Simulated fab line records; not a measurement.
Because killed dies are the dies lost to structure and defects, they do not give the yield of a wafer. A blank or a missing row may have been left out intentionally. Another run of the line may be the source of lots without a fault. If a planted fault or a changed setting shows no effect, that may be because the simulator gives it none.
Matching of chambers + flow n5 finfet + N5_BEOL_M8_DESCUM_33 on rie diel-05: 4 sister chambers
The step chemistry O2, time 7 s. 16 wafers are shown with their chamber, then 8 later ones without.

## WAFERS WITH THEIR CHAMBER
| wafer  | chamber | drypump motor current A (A) | showerhead plenum p Torr (Torr) | throttle valve pct (%) |
|--------|---------|-----------------------------|---------------------------------|------------------------|
| L074.3 | 0       | 5.9                         | 2.04                            | 19.90                  |
| L074.4 | 1       | 6.4                         | 1.99                            | 20.46                  |
| L074.5 | 3       | 4.9                         | 2.01                            | 20.64                  |
| L075.2 | 1       | 6.4                         | 1.99                            | 20.48                  |
| L075.4 | 2       | 5.2                         | 2.13                            | 20.12                  |
| L075.6 | 3       | 4.9                         | 2.01                            | 20.65                  |
| L084.2 | 3       | 4.8                         | 2.00                            | 20.66                  |
| L084.3 | 0       | 6.0                         | 2.03                            | 19.94                  |
| L084.6 | 1       | 6.4                         | 1.99                            | 20.50                  |
| L086.1 | 0       | 6.0                         | 2.03                            | 19.93                  |
| L086.2 | 3       | 4.9                         | 2.00                            | 20.68                  |
| L086.5 | 2       | 5.2                         | 2.12                            | 20.16                  |
| L090.2 | 3       | 4.9                         | 2.00                            | 20.68                  |
| L090.5 | 2       | 5.2                         | 2.12                            | 20.18                  |
| L090.6 | 1       | 6.4                         | 1.99                            | 20.52                  |
| L091.4 | 3       | 4.9                         | 2.00                            | 20.68                  |

SIGNATURES (means of the wafers above)
| reading                  | chamber 0 | chamber 1 | chamber 2 | chamber 3 | scatter within a chamber |
|--------------------------|-----------|-----------|-----------|-----------|--------------------------|
| drypump motor current A  | 5.967     | 6.400     | 5.200     | 4.883     | 0.0354                   |
| showerhead plenum p Torr | 2.0333    | 1.9900    | 2.1233    | 2.0033    | 0.00471                  |
| throttle valve pct       | 19.9233   | 20.4900   | 20.1533   | 20.6650   | 0.0229                   |
Rule: distance of a wafer from a chamber = root of the sum over the readings of ((wafer's reading minus chamber's mean) / reading's scatter) squared. If the next closest chamber is less than 2 further off than the closest, the wafer can't be placed; otherwise it belongs to the closest. The scatter: the root of (the sum of the squares of (reading less its chamber's mean) over the shown wafers, divided by (wafers less chambers)).

## WAFERS WHOSE CHAMBER IS MISSING
| wafer  | drypump motor current A (A) | showerhead plenum p Torr (Torr) | throttle valve pct (%) |
|--------|-----------------------------|---------------------------------|------------------------|
| L091.5 | 5.2                         | 2.12                            | 20.16                  |
| L091.6 | 6.4                         | 1.99                            | 20.50                  |
| L094.1 | 4.9                         | 1.99                            | 20.70                  |
| L094.3 | 6.4                         | 1.98                            | 20.52                  |
| L094.5 | 6.4                         | 1.98                            | 20.52                  |
| L097.1 | 5.2                         | 2.12                            | 20.18                  |
| L097.2 | 6.4                         | 1.98                            | 20.52                  |
| L097.6 | 4.9                         | 1.99                            | 20.71                  |

## WHICH CHAMBER EACH ONE RAN IN
| wafer  | from the rows above | in truth |
|--------|---------------------|----------|
| L091.5 | 2                   | 2        |
| L091.6 | 1                   | 1        |
| L094.1 | 3                   | 3        |
| L094.3 | 1                   | 1        |
| L094.5 | 1                   | 1        |
| L097.1 | 2                   | 2        |
| L097.2 | 1                   | 1        |
| L097.6 | 3                   | 3        |
Correct placement for 8 of the 8. Can't be placed from these rows: 0. 0 placed wrongly.
